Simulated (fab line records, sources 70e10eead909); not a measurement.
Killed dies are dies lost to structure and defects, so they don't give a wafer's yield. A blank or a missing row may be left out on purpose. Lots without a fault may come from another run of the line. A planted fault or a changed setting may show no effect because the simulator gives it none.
fab line records | flow nand_harc
record lots=6 wafers=18 last_day=34
route steps=1302 shown P_GATE@114 END@1302
lots that met no fault: from a run of the same line without faults
start_h: hours from the record's first day to the start of the lot's first wafer shown | wait_h: hours since the lot's step before | " the same as in the row above | L1.1+2: a row that stands for several wafers | - no value, or no start given | * or withheld: withheld | < > ~ a bound
route shown NAME@n: a module of which the file shows steps, and the number in the route of the first | usual: mean/standard deviation of fault-free wafers | same: alike in all rows | chamber/n: place in a boat | sites: the reading at each site | _std_site: their standard deviation | _edge_site: outer sites' mean less inner sites' | radius_mm: how far each site lies from the wafer's centre | mask NAME#n: copy n | behind: the tool/chamber that last shaped the wafer | hold: why the lot was held/for how many hours/how that ended | device: the transistor (n, p or np) that didn't switch | end of line: the same wafers' tests at the end of the route | a step without rows: its recipe alone | killed: dies lost to structure and defects at the first sort, not the wafer's yield | map: a wafer's dies, x killed, . not, _ none there
set.NAME: the setting as run; set.NAME@STEP: as run at that earlier step | model.NAME: the simulator's own value behind a step, which no gauge read
lots at some steps of the route; a table a step, a row a wafer
services: from which hour (start_h, from the record's first day; less than 0 if before it) a tool's chamber was out of use, for how many hours, and why
## steps
# step NHARC_P_GATE_DEHYDRATE_03
# recipe temp_c=150 time_s=120
# step NHARC_P_GATE_HMDS_04
# recipe time_s=30
# step NHARC_P_GATE_COAT_05
# recipe spin_rpm=4690
# step NHARC_P_GATE_SOFTBAKE_06
# recipe temp_c=122 time_s=95
# step NHARC_P_GATE_EBR_07
# step NHARC_P_GATE_EXPOSE_08
# recipe na=0.6 dose_mj=16.75 mask_id=P_HV
# step NHARC_P_GATE_PEB_09
# recipe peb_temp_c=118 peb_time_s=85
# step NHARC_P_GATE_DEVELOP_10
# recipe time_s=70
# step NHARC_P_GATE_CD_MEAS_11
# recipe target_cd_nm=1640 landing_energy_ev=500
# usual cd_nm=1639.4/1.5
# columns lot.wafer tool chamber start_h wait_h cd_nm
L222.1 cd_sem-03 0 122.53 - 1641.3
L222.2 " 0 " " 1639.9
L222.3 " 0 " " 1639.1
L224.1 cd_sem-02 0 143.06 - 1638.6
L224.2 " 0 " " 1639.9
L224.5 " 0 " " 1639.6
L225.3 cd_sem-03 0 147.59 - 1638.3
L225.4 " 0 " " 1638.4
L225.6 " 0 " " 1639.3
L235.2 cd_sem-02 0 253.44 - 1640.7
L235.4 " 0 " " 1639.2
L235.6 " 0 " " 1639.0
L239.1 cd_sem-01 0 287.37 - 1639.0
L239.2 " 0 " " 1637.9
L239.3 " 0 " " 1637.8
L241.1 cd_sem-02 0 310.04 - 1641.0
L241.2 " 0 " " 1638.4
L241.6 " 0 " " 1639.7
# step NHARC_P_GATE_HARDBAKE_12
# recipe temp_c=125 time_s=80
# step NHARC_P_GATE_DESCUM_13
# recipe time_s=3 o2_flow_sccm=200 ar_flow_sccm=0 bias_power_w=0 chemistry=O2
# usual drypump_motor_current_A=5.6/0.38 oes_product_au=0.997/0.0099 rf_vpp_V=57.7/0.86 showerhead_plenum_p_Torr=1.92/0.07 throttle_valve_pct=11.311/0.0096
# same bias_power_w=0
# columns lot.wafer tool chamber start_h wait_h drypump_motor_current_A oes_product_au rf_hours_counter_h rf_vpp_V showerhead_plenum_p_Torr throttle_valve_pct
L222.3 rie_diel-10 0 122.69 - 6.0 0.980 3.6 58.6 2.06 11.305
L222.2 " 1 " " 5.5 0.992 3.9 58.8 1.91 11.313
L222.1 " 3 " " 5.6 0.993 2.8 58.0 1.87 11.303
L224.1 rie_diel-03 3 143.22 - 6.1 1.014 2.2 57.3 1.80 11.319
L224.2 " 2 " " 4.9 0.995 2.3 58.0 1.97 11.312
L224.5 " 3 " " 6.1 1.008 - 58.3 1.80 11.319
L225.4 rie_diel-03 1 147.76 - 6.1 0.981 2.7 57.7 1.97 11.328
L225.3 " 2 " " 4.9 0.994 2.8 58.3 1.97 11.299
L225.6 " 1 " " 6.1 0.989 - 58.2 1.97 11.313
L235.4 rie_diel-01 0 253.61 - 4.9 0.994 1.9 58.2 1.86 11.298
L235.2 " 1 " " 5.5 0.989 2.5 56.7 1.97 11.292
L235.6 " 0 " " 4.9 1.001 - 58.0 1.86 11.325
L239.3 rie_diel-01 2 287.55 - 6.0 0.997 3.5 58.2 1.87 11.316
L239.1 " 3 " " 5.1 0.991 3.1 58.3 1.84 11.327
L239.2 " 0 " " 4.9 1.006 2.6 57.0 1.86 11.308
L241.1 rie_diel-10 0 310.23 - 6.0 0.995 2.1 59.0 2.06 11.312
L241.2 " 1 " " 5.5 0.993 2.3 56.3 1.90 11.300
L241.6 " 3 " " 5.6 1.010 - 56.8 1.87 11.307
# step NHARC_P_GATE_ETCH_14
# recipe target_depth_a=488 chemistry=dHF material=SiO2
# step NHARC_P_GATE_STRIP_15
# recipe time_s=780 temp_c=130 chemistry=SPM
# columns lot.wafer tool chamber start_h wait_h
L222.1+3+2 wet_bench-03 5,7,1 122.88 0.0
L224.5+2+1 wet_bench-09 0,1,2 143.40 0.0
L225.4+3+6 wet_bench-09 5,6,0 147.93 0.0
L235.6+2+4 wet_bench-03 3,4,5 253.80 0.0
L239.2+3+1 wet_bench-09 5,6,7 287.72 0.0
L241.2+6+1 wet_bench-09 1,2,3 310.40 0.0
# step NHARC_P_GATE_PRECLEAN_71
# recipe time_s=* temp_c=50 bath_age_min=0 chemistry=SC1
# step NHARC_P_GATE_SRD_72
# step NHARC_P_GATE_OXIDE_16
# recipe target_thk_a=30 temp_c=875 ox_time_s=392 material=SiO2
# step NHARC_P_GATE_CVD_17
# recipe target_thk_a=1500 temp_c=620 time_s=900 material=poly-Si
# step NHARC_P_GATE_HM_DEP_102
# recipe target_thk_a=1200 temp_c=400 material=aC
# usual throttle_valve_pct=35.000/0.0093
# columns lot.wafer tool chamber start_h wait_h throttle_valve_pct
L222.1 acl_dep-01 0 138.42 3.3 35.000
L222.2 " 0 " " 35.002
L222.3 " 0 " " 35.001
L224.1 acl_dep-02 0 155.46 0.4 35.004
L224.2 " 0 " " 35.022
L224.5 " 0 " " 35.002
L225.3 acl_dep-02 0 160.46 0.6 34.994
L225.4 " 0 " " 35.002
L225.6 " 0 " " 34.990
L235.2 acl_dep-03 0 269.36 3.6 34.999
L235.4 " 0 " " 34.994
L235.6 " 0 " " 34.978
L239.1 acl_dep-02 0 300.71 1.4 34.976
L239.2 " 0 " " 34.998
L239.3 " 0 " " 35.001
L241.1 acl_dep-03 0 331.30 6.6 35.005
L241.2 " 0 " " 34.991
L241.6 " 0 " " 34.994
# step NHARC_P_GATE_DEP_103
# recipe target_thk_a=300 target_thk_nm=30 temp_c=400 flow_sccm=200 rf_w=350 material=SiON
# step NHARC_P_GATE_DEHYDRATE_18
# recipe temp_c=150 time_s=120
# step NHARC_P_GATE_HMDS_19
# recipe time_s=30
# step NHARC_P_GATE_COAT_20
# recipe spin_rpm=1500 resist_thk_nm=90
# step NHARC_P_GATE_SOFTBAKE_21
# recipe temp_c=105 time_s=55
# step NHARC_P_GATE_EBR_22
# step NHARC_P_GATE_EXPOSE_23
# recipe na=1.35 target_cd_nm=120 dose_mj=93.91 mask_id=P_GATE
# step NHARC_P_GATE_PEB_24
# recipe peb_temp_c=100 peb_time_s=65
# step NHARC_P_GATE_DEVELOP_25
# recipe develop_time_s=35 dev_temp_c=23
# step NHARC_P_GATE_CD_MEAS_26
# recipe target_cd_nm=120 landing_energy_ev=500
# usual cd_nm=120.0/0.73
# columns lot.wafer tool chamber start_h wait_h cd_nm
L222.1 cd_sem-03 0 139.80 - 120.1
L222.2 " 0 " " 118.9
L222.3 " 0 " " 119.0
L224.1 cd_sem-03 0 156.67 - 120.5
L224.2 " 0 " " 119.6
L224.5 " 0 " " 119.2
L225.3 cd_sem-01 0 161.48 - 120.3
L225.4 " 0 " " 121.3
L225.6 " 0 " " 120.9
L235.2 cd_sem-03 0 270.60 - 119.1
L235.4 " 0 " " 120.6
L235.6 " 0 " " 119.5
L239.1 cd_sem-02 0 301.93 - 120.2
L239.2 " 0 " " 121.8
L239.3 " 0 " " 121.0
L241.1 cd_sem-01 0 332.67 - 119.9
L241.2 " 0 " " 120.2
L241.6 " 0 " " 119.9
# step NHARC_P_GATE_OVL_MEAS_27
# usual overlay_x_nm=0.0/0.83 overlay_y_nm=0.2/0.89
# columns lot.wafer tool chamber start_h wait_h overlay_x_nm overlay_y_nm
L222.1 overlay-02 - 139.89 - -0.4 -0.1
L222.2 " - " " 0.0 -0.3
L222.3 " - " " 0.5 -0.6
L224.1 overlay-02 - 156.77 - 1.1 -0.7
L224.2 " - " " 0.9 -0.7
L224.5 " - " " 0.1 -0.7
L225.3 overlay-02 - 161.56 - 1.4 0.3
L225.4 " - " " 0.7 0.4
L225.6 " - " " 1.5 0.0
L235.2 overlay-02 - 270.68 - -0.1 1.7
L235.4 " - " " -0.4 1.7
L235.6 " - " " -0.4 1.3
L239.1 overlay-01 - 302.01 - -1.3 0.4
L239.2 " - " " -0.5 0.4
L239.3 " - " " -0.7 0.3
L241.1 overlay-02 - 332.75 - -1.4 0.1
L241.2 " - " " -1.4 0.6
L241.6 " - " " -2.2 1.0
# step NHARC_P_GATE_INSPECT_28
# usual raw_defect_count=5.7/2.8
# columns lot.wafer tool chamber start_h wait_h raw_defect_count
L222.1 defect_inspect-02 - 139.93 0.0 6
L222.2 " - " " 7
L222.3 " - " " 8
L224.1 defect_inspect-02 - 156.81 0.0 7
L224.2 " - " " 7
L224.5 " - " " 4
L225.3 defect_inspect-02 - 161.60 0.0 6
L225.4 " - " " 3
L225.6 " - " " 6
L235.2 defect_inspect-01 - 270.72 0.0 6
L235.4 " - " " 2
L235.6 " - " " 3
L239.1 defect_inspect-02 - 302.05 0.0 274
L239.2 " - " " 231
L239.3 " - " " 265
L241.1 defect_inspect-01 - 332.79 0.0 252
L241.2 " - " " 253
L241.6 " - " " 247
# step NHARC_P_GATE_DESCUM_31
# recipe time_s=3 o2_flow_sccm=200 ar_flow_sccm=0 bias_power_w=0 chemistry=O2
# usual drypump_motor_current_A=5.6/0.39 oes_product_au=1.001/0.01 rf_vpp_V=57.8/0.85 showerhead_plenum_p_Torr=1.92/0.07 throttle_valve_pct=11.311/0.0082
# same bias_power_w=0
# columns lot.wafer tool chamber start_h wait_h drypump_motor_current_A oes_product_au rf_hours_counter_h rf_vpp_V showerhead_plenum_p_Torr throttle_valve_pct
L222.2 rie_diel-10 1 139.99 0.1 5.5 0.987 5 57.2 1.91 11.316
L222.1 " 2 " " 5.8 1.014 4 57.9 1.94 11.314
L222.3 " 0 " " 6.0 0.994 4 58.2 2.06 11.308
L224.2 rie_diel-03 0 156.88 0.1 5.4 0.998 3 58.1 1.98 11.310
L224.1 " 1 " " 6.1 0.982 4 56.0 1.97 11.312
L224.5 " 3 " " 6.1 0.997 - 56.0 1.80 11.296
L225.3 rie_diel-10 0 161.67 0.1 6.0 1.000 6 58.4 2.06 11.320
L225.4 " 1 " " 5.6 1.006 7 58.5 1.91 11.328
L225.6 " 2 " " 5.8 1.010 - 58.9 1.94 11.322
L235.2 rie_diel-01 1 270.78 0.1 5.5 1.011 3 57.4 1.97 11.321
L235.4 " 0 " " 4.9 1.000 2 57.6 1.86 11.301
L235.6 " 1 " " 5.5 0.997 - 57.2 1.97 11.297
L239.1 rie_diel-03 3 302.11 0.1 6.1 1.000 0 57.0 1.80 11.308
L239.3 " 1 " " 6.1 1.017 2 57.7 1.97 11.315
L239.2 " 2 " " 4.9 0.986 2 57.8 1.96 11.322
L241.1 rie_diel-10 2 332.87 0.1 5.8 1.005 4 58.9 1.94 11.315
L241.2 " 3 " " 5.6 1.011 4 57.6 1.87 11.326
L241.6 " 1 " " 5.5 1.002 - 59.4 1.90 11.312
# step NHARC_P_GATE_ETCH_104
# recipe target_depth_a=600 time_s=withheld cf4_flow_sccm=100 chf3_flow_sccm=30 ar_flow_sccm=0 rf_w=500 bias_w=200 chemistry=CF4/CHF3
# usual drypump_motor_current_A=5.6/0.4 oes_product_au=0.943/0.023 rf_vpp_V=370.8/2 showerhead_plenum_p_Torr=1.58/0.054 throttle_valve_pct=16.801/0.0098
# columns lot.wafer tool chamber start_h wait_h drypump_motor_current_A oes_product_au rf_vpp_V showerhead_plenum_p_Torr throttle_valve_pct
L222.2 rie_diel-10 2 140.08 0.1 5.8 0.936 371.1 1.59 16.806
L222.3 " 3 " " 5.6 0.918 368.9 1.54 16.802
L222.1 " 1 " " 5.5 0.919 369.9 1.57 16.786
L224.2 rie_diel-03 3 156.96 0.1 6.1 0.928 368.3 1.49 16.807
L224.1 " 2 " " 4.9 0.911 373.1 1.61 16.807
L224.5 " 0 " " 5.4 0.930 373.4 1.63 16.806
L225.4 rie_diel-10 2 161.74 0.1 5.8 0.969 370.4 1.59 16.804
L225.3 " 0 " " 6.0 0.964 374.4 1.69 16.802
L225.6 " 3 " " 5.6 0.944 369.3 1.54 16.799
L235.4 rie_diel-01 0 270.87 0.1 4.9 0.927 369.8 1.53 16.806
L235.2 " 3 " " 5.1 0.926 368.7 1.52 16.807
L235.6 " 0 " " 4.9 0.929 369.0 1.53 16.799
L239.3 rie_diel-03 3 302.20 0.1 6.1 0.964 367.7 1.49 16.806
L239.2 " 1 " " 6.1 0.996 372.0 1.62 16.800
L239.1 " 2 " " 4.9 0.964 372.0 1.61 16.791
L241.1 rie_diel-10 2 332.94 0.1 5.8 0.933 370.6 1.59 16.795
L241.2 " 3 " " 5.6 0.925 369.9 1.54 16.801
L241.6 " 1 " " 5.5 0.937 372.5 1.57 16.795
# step NHARC_P_GATE_HM_OPEN_105
# recipe target_depth_a=3600 o2_flow_sccm=400 cos_flow_sccm=20 ar_flow_sccm=0 rf_w=500 bias_w=300 chemistry=O2/COS
# step NHARC_P_GATE_STRIP_106
# recipe o2_flow_sccm=400 cos_flow_sccm=20 ar_flow_sccm=0 bias_w=0 chemistry=O2/COS
# step NHARC_P_GATE_ETCH_114
# recipe target_depth_a=300 overetch_a=30 time_s=16.5 ion_energy_ev=100 cf4_flow_sccm=80 o2_flow_sccm=20 ar_flow_sccm=0 rf_w=300 bias_w=100 chemistry=CF4/O2
# step NHARC_P_GATE_ETCH_32
# recipe target_depth_a=1500 over_etch_frac=1 over_etch_ion_energy_ev=40 time_s=100.1 hbr_flow_sccm=150 cl2_flow_sccm=50 rf_w=400 icp_w=400 bias_w=100 chemistry=HBr/Cl2
# step NHARC_P_GATE_STRIP_108
# recipe o2_flow_sccm=500 ar_flow_sccm=0 bias_w=0 chemistry=O2
# usual drypump_motor_current_A=5.6/0.42 oes_product_au=0.998/0.0095 rf_vpp_V=57.8/0.97 showerhead_plenum_p_Torr=3.53/0.12 throttle_valve_pct=17.036/0.009
# columns lot.wafer tool chamber start_h wait_h drypump_motor_current_A oes_product_au rf_hours_counter_h rf_vpp_V showerhead_plenum_p_Torr throttle_valve_pct
L222.2 rie_diel-01 2 140.62 - 6.0 1.013 4.3 57.6 3.45 17.023
L222.3 " 3 " " 5.1 0.992 5.2 56.5 3.41 17.038
L222.1 " 0 " " 5.0 1.016 5.3 56.2 3.44 17.033
L224.2 rie_diel-03 2 157.56 - 4.9 0.989 3.7 58.4 3.62 17.022
L224.1 " 3 " " 6.1 1.008 3.2 58.3 3.34 17.028
L224.5 " 1 " " 6.1 0.984 - 57.9 3.63 17.039
L225.4 rie_diel-01 2 162.28 - 6.0 1.008 5.6 57.4 3.45 17.045
L225.3 " 1 " " 5.5 1.003 6.2 58.2 3.64 17.034
L225.6 " 2 " " 6.0 1.016 - 58.9 3.45 17.029
L235.4 rie_diel-01 0 271.41 - 4.9 1.008 2.2 56.7 3.44 17.014
L235.2 " 3 " " 5.1 0.989 2.7 57.4 3.40 17.024
L235.6 " 1 " " 5.5 0.990 - 57.4 3.63 17.035
L239.3 rie_diel-10 2 302.73 - 5.8 1.010 3.1 58.1 3.57 17.045
L239.2 " 0 " " 6.0 1.001 2.0 59.4 3.78 17.021
L239.1 " 1 " " 5.6 1.002 2.2 58.8 3.51 17.042
L241.2 rie_diel-03 3 333.50 - 6.1 1.000 2.6 58.1 3.33 17.036
L241.1 " 0 " " 5.4 0.990 2.2 57.6 3.64 17.023
L241.6 " 1 " " 6.1 1.008 - 59.8 3.62 17.043
# step NHARC_P_GATE_CD_MEAS_33
# usual cd_nm=120.2/2.3
# columns lot.wafer tool chamber start_h wait_h cd_nm
L222.1 cd_sem-01 - 140.79 - 122.0
L222.2 " - " " 118.3
L222.3 " - " " 117.5
L224.1 cd_sem-01 - 157.70 - 119.8
L224.2 " - " " 117.7
L224.5 " - " " 121.2
L225.3 cd_sem-01 - 162.46 - 119.6
L225.4 " - " " 121.3
L225.6 " - " " 121.4
L235.2 cd_sem-03 - 271.59 - 120.5
L235.4 " - " " 121.0
L235.6 " - " " 120.2
L239.1 cd_sem-03 - 302.91 - 119.7
L239.2 " - " " 121.2
L239.3 " - " " 121.4
L241.1 cd_sem-02 - 333.64 - 123.2
L241.2 " - " " 119.4
L241.6 " - " " 120.7
# step NHARC_P_GATE_STRIP_35
# recipe time_s=600 temp_c=130 chemistry=SPM
# step NHARC_P_GATE_PRECLEAN_73
# recipe time_s=* temp_c=50 bath_age_min=0 chemistry=SC1
# step NHARC_P_GATE_SRD_74
# step NHARC_P_GATE_ALD_36
# recipe target_thk_a=200 pulse_time_s=60 ald_cycles=223 temp_c=400 material=SiNx
# step NHARC_P_GATE_INSPECT_68
# usual raw_defect_count=188/70
# columns lot.wafer tool chamber start_h wait_h raw_defect_count
L222.1 defect_inspect-02 - 158.25 0.2 215
L222.2 " - " " 119
L222.3 " - " " 123
L224.1 defect_inspect-02 - 175.13 0.2 213
L224.2 " - " " 173
L224.5 " - " " 154
L225.3 defect_inspect-02 - 180.10 0.1 194
L225.4 " - " " 109
L225.6 " - " " 204
L235.2 defect_inspect-02 - 289.11 0.1 157
L235.4 " - " " 111
L235.6 " - " " 146
L239.1 defect_inspect-02 - 320.47 0.2 480
L239.2 " - " " 449
L239.3 " - " " 527
L241.1 defect_inspect-01 - 351.19 0.2 463
L241.2 " - " " 503
L241.6 " - " " 388
# step NHARC_END_SORT_01
# recipe temp_c=25
# usual killed_at_array=53/18 killed_at_other=1.0/1.2 killed_at_periphery=3.6/2.4 killed_dies=58/18 killed_open=3.4/1.8 killed_short=2.3/1.5
# same gross_dies=677
# columns lot.wafer tool chamber start_h wait_h killed_at_array killed_at_other killed_at_periphery killed_dies killed_open killed_short
L239.1 prober-02 0 776.12 2.5 44 3 60 107 3 3
L239.2 prober-02 0 776.93 2.8 40 2 64 106 1 3
L239.3 prober-02 0 777.73 3.1 42 1 54 97 1 4
L241.1 prober-01 0 802.90 2.5 47 0 41 88 3 2
L241.2 prober-01 0 803.69 2.8 38 0 70 108 4 0
L241.6 prober-01 0 806.86 4.0 60 0 40 100 1 6
# killed by level:class
L239.1 P_GATE:unspecified=57 A_SLIT:chamber_film_flake=19 A_CHANNEL_HOLE_D1:chamber_film_flake=7 A_CONTACT:chamber_film_flake=7 A_M1:chamber_film_flake=4 THIN_TSV:chamber_film_flake=3 A_CHANNEL_FILL_D2:geometric_particle:short=2 P_CONTACT:geometric_particle:open=1
L239.2 P_GATE:unspecified=60 A_SLIT:chamber_film_flake=16 A_CONTACT:chamber_film_flake=7 A_CHANNEL_HOLE_D1:chamber_film_flake=5 A_M1:chamber_film_flake=4 A_STAIRCASE:chamber_film_flake=3 A_CHANNEL_FILL_D2:geometric_particle:short=2 THIN_TSV:chamber_film_flake=2
L239.3 P_GATE:unspecified=49 A_SLIT:chamber_film_flake=15 A_CONTACT:chamber_film_flake=10 A_CHANNEL_HOLE_D1:chamber_film_flake=6 A_M1:chamber_film_flake=4 P_GATE:chamber_film_flake=3 P_M0:geometric_particle:open=1 P_M0:geometric_particle:short=1
L241.1 P_GATE:unspecified=39 A_SLIT:chamber_film_flake=14 A_CHANNEL_HOLE_D2:chamber_film_flake=9 A_CHANNEL_HOLE_D1:chamber_film_flake=6 A_STAIRCASE:chamber_film_flake=6 A_CONTACT:chamber_film_flake=3 A_BONDPAD:chamber_film_flake=3 P_M0:geometric_particle:open=1
L241.2 P_GATE:unspecified=68 A_SLIT:chamber_film_flake=17 A_CHANNEL_HOLE_D2:chamber_film_flake=6 A_CHANNEL_HOLE_D1:chamber_film_flake=5 A_BONDPAD:chamber_film_flake=4 A_STAIRCASE:chamber_film_flake=3 P_M0:geometric_particle:open=1 A_ONON_D1:geometric_particle:open=1
L241.6 P_GATE:unspecified=38 A_SLIT:chamber_film_flake=24 A_CHANNEL_HOLE_D2:chamber_film_flake=16 A_CHANNEL_HOLE_D1:chamber_film_flake=5 A_BONDPAD:chamber_film_flake=4 A_STAIRCASE:chamber_film_flake=3 A_CHANNEL_HOLE_D2:geometric_particle:short=2 A_CONTACT:chamber_film_flake=2
# map L239.1 (x killed, . not)
____________.____________
_________......._________
_______...x...xx.._______
______..xxx........______
_____......x........_____
____....x............____
____.................____
___......x............___
___....x...x..........___
__.............x.......__
__.....................__
_..x...................._
_......................._
_..............x........_
_..........x..........x._
_......................._
.........................
............x............
.........................
.........................
.........................
_......................._
_...............x......._
_...x..................._
_......................._
_..........x............_
__x.....xxx............__
__.........xx........x.__
___....x.xxxxx....xx.x___
___.....xxxxxxxx...xxx___
____...x.xxx.x.x.xxxx____
____...xxxxxxxxx.xxxx____
_____..xxxxxxx.xxxxx_____
______.x.xxxxxx.xxx______
_______.xxxxxx.xxx_______
_________xxxxx.._________
____________x____________
# map L241.2 (x killed, . not)
____________.____________
_________......._________
_______..........._______
______.............______
_____..............._____
____...............x.____
____.................____
___...................___
___...................___
__................x....__
__.....................__
_....x.................._
_.............x.x.xx...._
_..........x.x.........._
_...........xxx........._
_.........xxxxx..x......_
..........xxxxxxx........
..........xxxxxxx........
..........xxxxxxx..x.....
..........xxxxxxx.....x..
..........xxxxxxxx.......
_.........xxxxxxx......._
_xx......xxxxxxx........_
_x.x.......xxxxx........_
_xxx.......x.x.........._
_xxxxx......x..x........_
__xxx..................__
__xxxx...............x.__
___xxx................___
___xxx................___
____xx...............____
____x................____
_____..............._____
______.............______
_______..........._______
_________......._________
____________.____________
## services
# columns tool chamber start_h hours kind
rie_diel-10 0 99.27 - clean
rie_diel-10 1 99.27 - clean
rie_diel-10 2 99.27 - clean
rie_diel-10 3 99.27 - clean
rie_diel-03 - 104.30 9.0 pm
acl_dep-03 - 121.36 13.0 pm
rie_diel-10 0 123.77 - clean
rie_diel-10 1 123.77 - clean
wet_bench-09 - 176.80 8.0 pm
acl_dep-01 - 191.53 13.0 pm
rie_diel-01 - 203.88 9.0 pm
rie_diel-10 1 208.56 10.6 repair
wet_bench-03 - 210.40 8.0 pm
rie_diel-01 0 216.30 5.2 repair
rie_diel-10 1 221.55 2.7 repair
acl_dep-02 - 229.30 10.7 repair
rie_diel-10 - 242.77 9.0 pm
acl_dep-02 - 243.15 13.0 pm
rie_diel-03 - 281.30 9.0 pm
rie_diel-03 3 291.79 10.1 repair
rie_diel-01 0 296.60 7.8 repair
acl_dep-03 - 303.35 13.0 pm
rie_diel-10 1 318.84 3.5 repair
acl_dep-02 - 322.63 5.0 repair
## key
first_sign step=NHARC_P_GATE_INSPECT_28 reading=raw_defect_count direction=up sigmas=88 usual=5.7 struck=253.7
effect step=NHARC_P_GATE_INSPECT_68 reading=raw_defect_count direction=up sigmas=4 usual=188 struck=468
effect step=NHARC_END_SORT_01 reading=killed_at_periphery direction=up sigmas=21 usual=3.6 struck=54.8
more_kills_born_at NHARC_P_GATE_STRIP_15@wet_bench-09=311
met_at NHARC_P_GATE_STRIP_15
struck_wafers L239.1,L239.2,L239.3,L241.1,L241.2,L241.6
tester_left_out L239,L241
onset_between 147.93 287.72
also_fits time
fault kind=chamber_particle_source tool=wet_bench-09 chamber=- onset_h=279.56 steps=NHARC_P_GATE_STRIP_15 rate_per_visit_cm2=0.38395 end_h=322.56
# tester_left_out: of these lots the tester's yield and bins aren't shown, on N5 and GAA mostly nor the transistor test; their killed dies are dies lost to structure and defects alone, not to doping, threshold or leakage, so they don't give the yield
